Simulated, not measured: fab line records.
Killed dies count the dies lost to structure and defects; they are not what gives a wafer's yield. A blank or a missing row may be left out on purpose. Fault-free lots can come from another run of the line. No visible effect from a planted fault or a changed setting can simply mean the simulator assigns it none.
fab line records -- flow n5-finfet
record lots=12, wafers=36, last-day=17
route steps=1938 shown BEOL_M13@1708 MIM_BOT@1833 TV_LITHO@1884 TV_OPEN@1889 PASSIVATION@1936
lots that met no fault: taken from a fault-free run of the same line
start-h: the number of hours between the record's first day and the start of the first shown wafer of the lot -- wait-h: hours from the lot's prior step to this one -- " the same as in the row above -- L1.1+2: one row covering several wafers at once -- - no value, or no start was given -- * or withheld: withheld -- < > ~ a bound
route shown NAME@n: names a module that has steps shown in the file, with the first one's number in the route -- usual: mean and standard deviation over wafers with no fault -- same: alike in all rows -- chamber/n: place in a boat -- sites: the reading at each site -- _std_site: standard deviation of those values -- _edge_site: mean of outer sites minus mean of inner sites -- radius-mm: how far each site lies from the wafer's centre -- mask NAME#n: copy n -- behind: tool/chamber where the wafer was last shaped -- hold: what put the lot on hold/how long, in hours/how the hold closed -- device: the n, p or np transistor that did not switch -- end of line: at the end of the route, the tests of the same wafers -- step lacking rows: just its recipe -- killed: dies that structure and defects cost at the first sort, which is not the same as the wafer's yield -- map: a wafer's dies, x killed, . not, _ none there
set.NAME: the setting that was run; set.NAME@STEP: the one run at that earlier step -- model.NAME: the simulator's own value behind a step, which no gauge read
steps of the route over a sample of lots; a table a step, a row a wafer
services: from which hour (start-h, from the record's first day; less than 0 if before it) a tool's chamber was out of use, for how many hours, and why
## steps
# step N5_BEOL_M13_ECD_47
# recipe material=Cu, target-thk-a=9360
lot.wafer,tool,chamber,start-h,wait-h
L841.2+4+5,ecd-cu-02,"0,1,0",250.11,0.1
L843.3+5+6,ecd-cu-02,"0,1,0",265.33,0.1
L845.2+3+6,ecd-cu-01,"1,0,0",290.52,0.1
L844.1+2+5,ecd-cu-02,"0,1,0",290.93,0.1
L846.2+3+5,ecd-cu-02,"0,1,1",297.51,0.1
L849.1+2+6,ecd-cu-02,"0,1,1",306.74,0.1
L851.1+3+6,ecd-cu-02,0,310.18,0.1
L850.1+4+5,ecd-cu-02,"0,0,1",315.36,0.1
L853.2+3+5,ecd-cu-01,"1,0,1",332.47,0.1
L855.1+2+3,ecd-cu-02,"1,0,1",339.37,0.1
L856.2+3+4,ecd-cu-02,"1,1,0",348.68,0.1
L861.2+3+6,ecd-cu-01,"1,0,0",369.75,0.1
# step N5_MIM_BOT_SPUTTER_00
# recipe material=TiN, target-thk-a=350, temp-c=200, power-w=3000, chamber-pressure-pa=0.49996, gas=Ar, reactive-partial-pa=0.37997, time-s=89.7
# usual throttle-valve-pct=29.3/1.1
lot.wafer,tool,chamber,start-h,wait-h,throttle-valve-pct
L841.2,pvd-sputter-02,-,267.83,0.0,30.2
L841.4,pvd-sputter-02,-,267.83,0.0,28.0
L841.5,pvd-sputter-02,-,267.83,0.0,30.3
L843.3,pvd-sputter-01,-,282.41,0.0,30.0
L843.5,pvd-sputter-01,-,282.41,0.0,29.6
L843.6,pvd-sputter-01,-,282.41,0.0,27.5
L845.2,pvd-sputter-03,-,305.58,0.0,29.0
L845.3,pvd-sputter-03,-,305.58,0.0,27.3
L845.6,pvd-sputter-03,-,305.58,0.0,29.0
L844.1,pvd-sputter-03,-,306.08,0.0,29.5
L844.2,pvd-sputter-03,-,306.08,0.0,30.4
L844.5,pvd-sputter-03,-,306.08,0.0,29.4
L846.2,pvd-sputter-01,-,315.48,0.0,30.0
L846.3,pvd-sputter-01,-,315.48,0.0,30.5
L846.5,pvd-sputter-01,-,315.48,0.0,30.0
L849.1,pvd-sputter-02,-,319.26,0.0,28.2
L849.2,pvd-sputter-02,-,319.26,0.0,29.7
L849.6,pvd-sputter-02,-,319.26,0.0,29.8
L851.1,pvd-sputter-03,-,324.55,0.0,29.5
L851.3,pvd-sputter-03,-,324.55,0.0,30.4
L851.6,pvd-sputter-03,-,324.55,0.0,30.4
L850.1,pvd-sputter-02,-,328.31,0.0,30.5
L850.4,pvd-sputter-02,-,328.31,0.0,29.6
L850.5,pvd-sputter-02,-,328.31,0.0,29.7
L853.2,pvd-sputter-03,-,352.24,0.0,29.1
L853.3,pvd-sputter-03,-,352.24,0.0,27.5
L853.5,pvd-sputter-03,-,352.24,0.0,30.1
L855.1,pvd-sputter-02,-,355.38,0.0,29.6
L855.2,pvd-sputter-02,-,355.38,0.0,31.1
L855.3,pvd-sputter-02,-,355.38,0.0,27.8
L856.2,pvd-sputter-01,-,363.81,0.0,29.6
L856.3,pvd-sputter-01,-,363.81,0.0,30.2
L856.4,pvd-sputter-01,-,363.81,0.0,27.6
L861.2,pvd-sputter-03,-,386.09,0.0,29.6
L861.3,pvd-sputter-03,-,386.09,0.0,30.6
L861.6,pvd-sputter-03,-,386.09,0.0,30.1
# step N5_PASSIVATION_OVL_MEAS_60
# recipe points-per-wafer=44
# usual TV_OVL=1/5.7
lot.wafer,tool,chamber,start-h,wait-h,TV_OVL[nm]
L841.2,overlay-01,0,271.99,0.0,2
L841.4,overlay-01,0,271.99,0.0,7
L841.5,overlay-01,0,271.99,0.0,2
L843.3,overlay-01,0,287.72,0.0,4
L843.5,overlay-01,0,287.72,0.0,8
L843.6,overlay-01,0,287.72,0.0,6
L844.1,overlay-02,0,312.41,0.0,-2
L844.2,overlay-02,0,312.41,0.0,-5
L844.5,overlay-02,0,312.41,0.0,0
L845.2,overlay-01,0,312.62,0.0,-6
L845.3,overlay-01,0,312.62,0.0,4
L845.6,overlay-01,0,312.62,0.0,-2
L846.2,overlay-01,0,319.12,0.0,-1
L846.3,overlay-01,0,319.12,0.0,-11
L846.5,overlay-01,0,319.12,0.0,-7
L849.1,overlay-01,0,324.33,0.0,4
L849.2,overlay-01,0,324.33,0.0,8
L849.6,overlay-01,0,324.33,0.0,13
L851.1,overlay-01,0,330.65,0.0,-3
L851.3,overlay-01,0,330.65,0.0,5
L851.6,overlay-01,0,330.65,0.0,-2
L850.1,overlay-01,0,334.69,0.0,1
L850.4,overlay-01,0,334.69,0.0,3
L850.5,overlay-01,0,334.69,0.0,6
L855.1,overlay-02,0,359.93,0.0,1
L855.2,overlay-02,0,359.93,0.0,-3
L855.3,overlay-02,0,359.93,0.0,1
L853.2,overlay-01,0,360.08,0.0,9
L853.3,overlay-01,0,360.08,0.0,7
L853.5,overlay-01,0,360.08,0.0,13
L856.2,overlay-01,0,371.79,0.0,3
L856.3,overlay-01,0,371.79,0.0,6
L856.4,overlay-01,0,371.79,0.0,-2
L861.2,overlay-02,0,392.45,0.0,1
L861.3,overlay-02,0,392.45,0.0,-6
L861.6,overlay-02,0,392.45,0.0,-4
# step N5_PASSIVATION_STRIP_14
# recipe chemistry=O2, power-w=600, temp-c=60, pressure-mtorr=30, rf-frequency-hz=6e+07, bias-power-w=0, overash-fraction=0.5, o2-flow-sccm=225
# usual drypump-motor-current-A=5.40/0.27, oes-product-au=0.80/0.092, rf-vpp-V=3.6/0.88, showerhead-plenum-p-Torr=2.10/0.045, throttle-valve-pct=16.62/0.25
lot.wafer,tool,chamber,start-h,wait-h,drypump-motor-current-A,oes-product-au,rf-hours-counter-h,rf-vpp-V,showerhead-plenum-p-Torr,throttle-valve-pct
L841.2,rie-diel-06,3,272.40,0.1,5.31,0.69,195,3.6,2.09,16.91
L841.4,rie-diel-06,1,272.40,0.1,5.44,0.90,23,4.1,2.13,16.39
L841.5,rie-diel-06,3,272.40,0.1,5.28,0.69,-,3.2,2.08,16.92
L843.3,rie-diel-06,3,288.13,0.1,5.33,0.68,199,5.3,2.08,16.93
L843.5,rie-diel-06,2,288.13,0.1,5.91,0.72,-,4.8,2.08,17.08
L843.6,rie-diel-06,1,288.13,0.1,5.46,0.91,-,4.0,2.13,16.39
L844.1,rie-diel-06,2,312.88,0.1,5.86,0.72,226,4.7,2.08,17.11
L844.2,rie-diel-06,3,312.88,0.1,5.30,0.68,208,4.7,2.08,16.93
L844.5,rie-diel-06,0,312.88,0.1,5.06,0.72,-,3.8,2.18,16.77
L845.2,rie-diel-03,0,313.28,0.1,5.94,0.69,234,3.5,2.07,16.53
L845.3,rie-diel-03,3,313.28,0.1,5.17,0.93,22,4.2,2.12,16.48
L845.6,rie-diel-03,3,313.28,0.1,5.19,0.92,-,2.4,2.12,16.49
L846.2,rie-diel-05,3,319.56,0.1,5.31,0.69,207,3.5,2.07,16.81
L846.3,rie-diel-05,0,319.56,0.1,5.00,0.92,32,3.4,2.12,16.54
L846.5,rie-diel-05,1,319.56,0.1,5.46,0.86,-,3.3,2.04,16.36
L849.1,rie-diel-05,2,325.13,0.1,5.68,0.88,44,4.3,2.13,16.35
L849.2,rie-diel-05,1,325.13,0.1,5.45,0.84,73,3.2,2.04,16.32
L849.6,rie-diel-05,2,325.13,0.1,5.68,0.87,-,3.7,2.13,16.34
L851.1,rie-diel-06,1,331.06,0.1,5.42,0.86,39,3.7,2.12,16.40
L851.3,rie-diel-06,3,331.06,0.1,5.35,0.67,213,4.5,2.08,16.97
L851.6,rie-diel-06,1,331.06,0.1,5.41,0.88,-,3.2,2.12,16.42
L850.1,rie-diel-05,0,335.28,0.1,5.01,0.91,37,2.2,2.11,16.54
L850.4,rie-diel-05,3,335.28,0.1,5.30,0.71,211,4.7,2.07,16.82
L850.5,rie-diel-05,1,335.28,0.1,5.47,0.86,-,4.3,2.04,16.32
L855.1,rie-diel-05,3,360.34,0.1,5.31,0.69,219,2.0,2.07,16.87
L855.2,rie-diel-05,1,360.34,0.1,5.48,0.85,84,3.8,2.04,16.37
L855.3,rie-diel-05,2,360.34,0.1,5.68,0.86,54,4.2,2.12,16.36
L853.2,rie-diel-06,0,360.76,0.1,5.07,0.70,201,3.1,2.18,16.73
L853.3,rie-diel-06,1,360.76,0.1,5.45,0.87,49,3.5,2.12,16.41
L853.5,rie-diel-06,1,360.76,0.1,5.43,0.87,-,4.4,2.12,16.43
L856.2,rie-diel-06,0,372.56,0.1,5.07,0.69,204,2.9,2.18,16.75
L856.3,rie-diel-06,2,372.56,0.1,5.90,0.71,244,4.2,2.07,17.12
L856.4,rie-diel-06,3,372.56,0.1,5.30,0.67,225,3.2,2.07,16.98
L861.2,rie-diel-05,2,392.86,0.1,5.70,0.84,64,4.3,2.12,16.40
L861.3,rie-diel-05,1,392.86,0.1,5.43,0.83,90,2.7,2.03,16.40
L861.6,rie-diel-05,1,392.86,0.1,5.46,0.83,-,2.8,2.03,16.35
# step N5_PASSIVATION_PROBE_49
# usual defect-limited-yield=91.3/1.4, killed_at_M0_to_M3=36/11, killed_at_M4_up=13/5.2, killed-at-contacts=13/6.5, killed-at-front-end=37/11, killed-at-other=3.6/2.9, killed-dies=103/17, killed-on-rim=13/3.6, killed-open=68/12, killed-short=33/7.3, sort_bin_4_leakage=0.01/0.039, sort_bin_5_function=5.2/0.91, sort_bin_6_memory=3.2/0.67, sort-n-pass=1077/17, sort-yield-pct=91.3/1.4
# same gross-dies=1180, killed-at-back-side=0, sort_bin_8_speed[%]=0
lot.wafer,tool,chamber,start-h,wait-h,defect-limited-yield[%],killed_at_M0_to_M3,killed_at_M4_up,killed-at-contacts,killed-at-front-end,killed-at-other,killed-dies,killed-on-rim,killed-open,killed-short,sort_bin_4_leakage[%],sort_bin_5_function[%],sort_bin_6_memory[%],sort-n-pass,sort-yield-pct[%]
L855.1,prober-02,-,367.12,0.0,65.8,33,321,11,35,4,404,46,62,33,0,20.5,11.5,776,65.8
L855.2,prober-02,-,367.17,0.1,66.7,38,301,13,40,1,393,45,73,27,0,19.0,12.9,787,66.7
L855.3,prober-02,-,367.22,0.1,66.3,31,316,5,35,11,398,47,60,30,0,19.8,11.4,782,66.3
L856.2,prober-01,-,379.86,0.1,65.1,32,331,14,32,3,412,51,71,25,0,22.2,11.1,768,65.1
L856.3,prober-01,-,379.91,0.1,64.7,34,344,4,31,4,417,48,50,28,0,23.3,9.8,763,64.7
L856.4,prober-01,-,379.96,0.2,65.8,41,317,13,27,6,404,59,69,29,0,20.2,11.9,776,65.8
# killed by level:class
L855.1 BEOL_M13:unspecified=309 BEOL_M1:geometric-particle:open=11 STI_FIN_REVEAL:geometric-particle:open=8 MOL_CONTACT_COAG:geometric-particle:open=7 ILD0:geometric-particle:open=5 BEOL_M0_SAQP:geometric-particle:open=5 FIN_SAQP:geometric-particle:open=4 MOL_CONTACT_COAG:geometric-particle:short=4
L855.2 BEOL_M13:unspecified=292 BEOL_M1:geometric-particle:open=15 MOL_CONTACT_COAG:geometric-particle:open=12 FIN_SAQP:geometric-particle:short=9 FIN_SAQP:geometric-particle:open=8 BEOL_M0_SAQP:geometric-particle:short=7 STI_FIN_REVEAL:geometric-particle:open=5 GATE_CUT:geometric-particle:open=5
L855.3 BEOL_M13:unspecified=306 FIN_SAQP:geometric-particle:open=7 GATE_CUT:geometric-particle:open=7 BEOL_M2:geometric-particle:open=6 BEOL_M0_SAQP:geometric-particle:open=5 BEOL_M3:geometric-particle:open=5 STI_FIN_REVEAL:geometric-particle:open=4 GATE_CUT:geometric-particle:short=4
L856.2 BEOL_M13:unspecified=313 MOL_CONTACT_COAG:geometric-particle:open=11 BEOL_M4:geometric-particle:open=8 FIN_SAQP:geometric-particle:short=7 BEOL_M3:geometric-particle:open=7 BEOL_M0:geometric-particle:open=7 DUMMY_GATE:geometric-particle:open=6 BEOL_M0_SAQP:geometric-particle:open=5
L856.3 BEOL_M13:unspecified=339 FIN_SAQP:geometric-particle:open=7 STI_FIN_REVEAL:geometric-particle:open=6 BEOL_M3:geometric-particle:open=6 BEOL_M1:geometric-particle:open=5 FIN_SAQP:geometric-particle:short=4 BEOL_M0_SAQP:geometric-particle:open=4 BEOL_M2:geometric-particle:open=4
L856.4 BEOL_M13:unspecified=306 MOL_CONTACT_COAG:geometric-particle:open=12 BEOL_M2:geometric-particle:open=11 BEOL_M0_SAQP:geometric-particle:open=8 FIN_SAQP:geometric-particle:short=5 BEOL_M0:geometric-particle:open=5 FIN_SAQP:geometric-particle:open=4 STI_FIN_REVEAL:geometric-particle:open=4
## services
tool,chamber,start-h,hours,kind
rie-diel-06,3,226.39,4.2,repair
rie-diel-06,2,227.03,16.7,repair
pvd-sputter-02,-,239.55,2.6,repair
ecd-cu-01,-,240.67,0.2,repair
rie-diel-03,2,249.30,-,clean
rie-diel-03,2,249.30,-,consumable-replace:focus-ring
rie-diel-03,-,252.99,2.8,pm
rie-diel-03,3,257.10,10.3,repair
rie-diel-03,0,275.51,4.4,repair
rie-diel-03,-,281.98,0.1,repair
rie-diel-06,0,287.29,12.3,repair
rie-diel-05,2,295.07,17.0,repair
pvd-sputter-01,-,306.96,5.3,repair
rie-diel-05,2,316.07,4.0,repair
rie-diel-03,3,317.28,3.7,repair
pvd-sputter-01,-,347.23,7.8,repair
pvd-sputter-01,-,365.53,1.5,repair
rie-diel-05,1,370.48,4.3,repair
rie-diel-05,1,375.69,6.9,repair
ecd-cu-01,-,389.90,4.6,repair
rie-diel-06,2,392.42,-,clean
rie-diel-06,2,392.42,-,consumable-replace:focus-ring
rie-diel-06,2,392.42,33.9,scheduled-down
rie-diel-06,2,392.42,33.9,vent-cycle
## key
first-sign step=N5_PASSIVATION_PROBE_49, reading=killed_at_M4_up, direction=up, sigmas=60, usual=13, struck=322
effect step=N5_PASSIVATION_PROBE_49, reading=defect-limited-yield, direction=down, sigmas=18, usual=91.3, struck=65.7
more-kills-born-at N5_BEOL_M13_ECD_47@ecd-cu-02=1865
met-at N5_BEOL_M13_ECD_47
struck-lots L855,L856
not-acting-at N5_MIM_BOT_SPUTTER_00,N5_PASSIVATION_OVL_MEAS_60,N5_PASSIVATION_STRIP_14
onset-between 315.36 339.37
fault kind=chamber-particle-source, tool=ecd-cu-02, chamber=-, onset-h=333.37, steps=N5_BEOL_M13_ECD_47, rate-per-visit-cm2=0.60128, end-h=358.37
